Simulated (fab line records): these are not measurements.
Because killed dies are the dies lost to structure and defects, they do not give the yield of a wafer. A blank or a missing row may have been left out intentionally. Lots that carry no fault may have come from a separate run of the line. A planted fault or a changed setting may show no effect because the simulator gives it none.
Comparing a struck lot with a sound one || flow nand_harc || 14 out of 1159 route steps
Sound: wafers L223.1, L223.2, L223.6. Struck: wafer L226.3 (left out: L226.1, L226.5 of the same lot, which were not struck); the cause appears at the end.
Each step with rows lists, per side, the tool, then ch with its chambers, then its first start. Under that, the readings that differ: sound wafers || struck wafers || difference of the means || sigmas: that difference in standard deviations of wafers without a fault.
alike: readings with means less than 2 such deviations apart, plus words and numbers identical on both sides. not compared: withheld readings, readings lacking a value on some wafer, bounds such as >300 that could conceal the same value, and numbers that have no deviation in the record and whose values overlap.
A row with sigmas, a row that says differs or no value, or rows on one side alone: a step with any of these is where the two part. When numbers do not overlap yet have no deviation, they are printed without sigmas and do not part them. A reading that every wafer of one side lacks parts them only if that side has two wafers or more.

NHARC_A_WL_FILL_CVD_03: deposits W, target thk 40 nm, time 3302 s.
  sound on cvd_w-02 ch 0,1, day 16 03:18; struck on cvd_w-01 ch 0, day 16 22:55
  alike: heater_power_w, mfc_wf6_sccm, throttle_valve_pct
NHARC_A_WL_FILL_ETCHBACK_04: etches the open film in NF3, target depth 60 nm, time 120 s.
  sound on rie_metal-03 ch 0,1, day 16 06:35; struck on rie_metal-02 ch 1, day 17 02:17
  alike: chamber_pressure_mTorr, drypump_motor_current_A, oes_product_au, run_length_s
  not compared: rf_hours_counter_h
NHARC_A_WL_FILL_ETCHBACK_05: etches the open film in Cl2/BCl3, target depth 22 nm, time 60 s.
  sound on rie_metal-03 ch 0,1, day 16 06:49; struck on rie_metal-02 ch 1, day 17 02:30
  alike: chamber_pressure_mTorr, drypump_motor_current_A, oes_product_au, run_length_s
  not compared: rf_hours_counter_h
then, 5 steps without rows for these wafers: NHARC_A_WL_FILL_STRIP_27 (strips in N2/H2, time 20 s); NHARC_A_WL_FILL_STRIP_28 (strips in post etch residue remover, time 1200 s); NHARC_A_WL_FILL_PRECLEAN_06 (cleans in DIW, time 300 s); NHARC_A_WL_FILL_SRD_07; NHARC_A_WL_FILL_ANNEAL_08 (time 1800 s).
NHARC_A_WL_FILL_ALD_10: deposits SiO2, target thk 50 nm, pulse time 10 s, ald cycles 500.
  sound on ald_hk-02 ch 0,1, day 16 12:55; struck on ald_hk-01 ch 0, day 17 05:19
  alike: heater_power_w, precursor_pulse_height_rel
then, 1 step without rows for these wafers: NHARC_A_WL_FILL_ETCHBACK_16 (etches the open film in C4F8/O2/Ar, target depth 88 nm, time 17.6 s).
NHARC_A_WL_FILL_STRIP_29: strips in O2, time 20 s.
  sound on rie_diel-04 ch 1,2,3, day 16 17:37; struck on rie_diel-04 ch 0, day 17 10:03
{"reading": "drypump_motor_current_A (A)", "sound": "5.3 5.8 5.2", "struck": 6.4, "difference": "+1.0", "sigmas": "+3"}
  alike: chamber_pressure_mTorr, oes_product_au, rf_vpp_V, showerhead_plenum_p_Torr, throttle_valve_pct
  not compared: rf_hours_counter_h
NHARC_A_WL_FILL_ETCHBACK_17: etches the open film in Cl2/BCl3, target depth 4 nm, time 26.7 s.
  sound on rie_metal-03 ch 0,1, day 16 17:43; struck on rie_metal-03 ch 0, day 17 10:10
{"reading": "run_length_s (s)", "sound": "47.3 48.1 47.4", "struck": 39.2, "difference": -8.4, "sigmas": -18}
  alike: chamber_pressure_mTorr, drypump_motor_current_A, oes_product_au
  not compared: rf_hours_counter_h
then, 1 step without rows for these wafers: NHARC_A_WL_FILL_PRECLEAN_18 (cleans in dHF, time 30 s).
NHARC_END_SORT_01:
  the record has rows for the sound wafers here (prober-01 ch 0, day 20 07:41) and none for the struck ones

WHERE THEY PART
Earliest at NHARC_A_WL_FILL_STRIP_29; latest, in this record, at NHARC_END_SORT_01.

WHY: what had been put in by the simulator
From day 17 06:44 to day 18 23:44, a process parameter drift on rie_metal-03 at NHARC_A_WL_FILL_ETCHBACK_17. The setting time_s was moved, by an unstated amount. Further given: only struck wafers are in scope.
